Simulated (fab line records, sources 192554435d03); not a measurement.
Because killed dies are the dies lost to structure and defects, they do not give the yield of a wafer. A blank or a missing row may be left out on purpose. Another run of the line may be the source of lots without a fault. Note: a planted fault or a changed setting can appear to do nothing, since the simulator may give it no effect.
Struck lot and sound lot, side by side	flow n5Finfet	15 steps out of a route of 1938
Sound: the wafers L395.1, L395.5, L395.6. Struck: wafer L413.2 (L413.1, L413.4, from the same lot, were not struck and are left out); the cause is given at the end.
Order at every step that has rows: each side's tool, ch and its chambers, its first start. Under that, the readings that differ: sound wafers	struck wafers	difference of the means	sigmas: that difference in standard deviations of wafers without a fault.
alike: readings whose means differ by less than 2 such deviations, and words and numbers that are the same on both sides. not compared: withheld readings, readings that some wafer has no value for, bounds like >300 that may hide the same value, and numbers for which the record gives no deviation and whose values overlap.
Wherever a step has rows on one side only, a row that says differs or no value, or a row with sigmas, the two part there. Numbers that have no deviation but don't overlap get no sigmas and don't part them. Lack of a reading on every wafer of one side parts them only where that side has two or more wafers.

first, 3 steps without rows for these wafers: N5_BEOL_M7_EXPOSE_08 (exposes mask M7); N5_BEOL_M7_PEB_09 (peb time 60 s); N5_BEOL_M7_DEVELOP_10 (develop time 30 s).
N5_BEOL_M7_CD_MEAS_11: the cd target is 38.5 nm.
  sound on cdSem-03 ch 0, day 10 11:21; struck on cdSem-02 ch 0, day 14 18:43
  alike: cdNm
N5_BEOL_M7_OVL_MEAS_12:
  sound on overlay-02 ch 0, day 10 11:23; struck on overlay-01 ch 0, day 14 18:45
  alike: M7_OVL
N5_BEOL_M7_INSPECT_13: inspects for defects (brightfield).
  sound: defectInspect-01 at day 10 11:24; struck: defectInspect-02 at day 14 18:52
  alike: rawDefectCount
N5_BEOL_M7_DESCUM_16: chemistry O2, time 7.9 s.
  sound on rieDiel-06 ch 0,2,3, day 10 11:37; struck on rieDiel-06 ch 2, day 14 18:54
reading	sound	struck	difference	sigmas
rfVppV (V)	242.4 244.0 241.3	238.2	-4.4	-3
  alike: chamberPressureMTorr, drypumpMotorCurrentA, oesProductAu, showerheadPlenumPTorr, throttleValvePct
  not compared: rfHoursCounterH
N5_BEOL_M7_ETCH_61: etches SiARC in CF4, target depth 45.5 nm, time 75.8 s.
  sound on rieDiel-06 ch 0,2,3, day 10 11:39; struck on rieDiel-06 ch 2, day 14 18:56
  alike: chamberPressureMTorr, drypumpMotorCurrentA, etchRfOnTimeS, oesProductAu, rfVppV, showerheadPlenumPTorr, throttleValvePct
  not compared: rfHoursCounterH
N5_BEOL_M7_ETCH_62: etches SOC in N2/H2, target depth 110 nm, overetch 22 nm, time 165 s.
  sound on rieDiel-06 ch 0,2,3, day 10 11:43; struck on rieDiel-06 ch 2, day 14 18:59
  alike: chamberPressureMTorr, drypumpMotorCurrentA, oesProductAu, rfVppV, showerheadPlenumPTorr, throttleValvePct
  not compared: rfHoursCounterH
then, 1 step without rows for these wafers: N5_BEOL_M7_STRIP_68 (strips in N2/H2).
N5_BEOL_M7_STRIP_67: strips in CF4.
  sound on rieDiel-06 ch 0,2,3, day 10 11:51; struck on rieDiel-06 ch 2, day 14 19:08
reading	sound	struck	difference	sigmas
rfVppV (V)	271.6 271.7 268.8	267.0	-3.7	-2
  alike: chamberPressureMTorr, drypumpMotorCurrentA, oesProductAu, showerheadPlenumPTorr, throttleValvePct
  not compared: rfHoursCounterH
N5_BEOL_M7_HM_OPEN_17: chemistry Cl2/BCl3, target TiN, target depth 20 nm, overetch 6 nm.
  sound on rieMetal-03 ch 0,1, day 10 11:53; struck on rieMetal-03 ch 1, day 14 19:11
reading	sound	struck	difference	sigmas
chamberPressureMTorr (mTorr)	10.002 9.995 9.979	10.013	+0.021	+2
  alike: drypumpMotorCurrentA, oesProductAu, throttleValvePct
  not compared: rfHoursCounterH
N5_BEOL_M7_STRIP_19: strips in O2.
  sound on rieDiel-06 ch 1,2,3, day 10 12:08; struck on rieDiel-05 ch 3, day 14 19:23
reading	sound	struck	difference	sigmas
chamberPressureMTorr (mTorr)	29.99 29.98 30.00	21.03	-8.96	-99 or more
oesProductAu (a.u.)	0.69 0.73 0.77	1.00	+0.27	+3
  alike: drypumpMotorCurrentA, rfVppV, showerheadPlenumPTorr, throttleValvePct
  not compared: rfHoursCounterH
N5_BEOL_M7_CD_MEAS_18: pitch 80 nm, target cd 40 nm.
  sound: cdSem-02 at day 10 12:13; struck: cdSem-01 at day 14 19:27
  alike: cdNm
N5_PASSIVATION_PROBE_49:
  the record holds rows for the sound wafers here (prober-01, day 14 00:18) but none for the struck ones

WHERE THEY PART
At N5_BEOL_M7_DESCUM_16 first; at N5_PASSIVATION_PROBE_49 last (within this record only).

WHY: the cause the simulator had injected
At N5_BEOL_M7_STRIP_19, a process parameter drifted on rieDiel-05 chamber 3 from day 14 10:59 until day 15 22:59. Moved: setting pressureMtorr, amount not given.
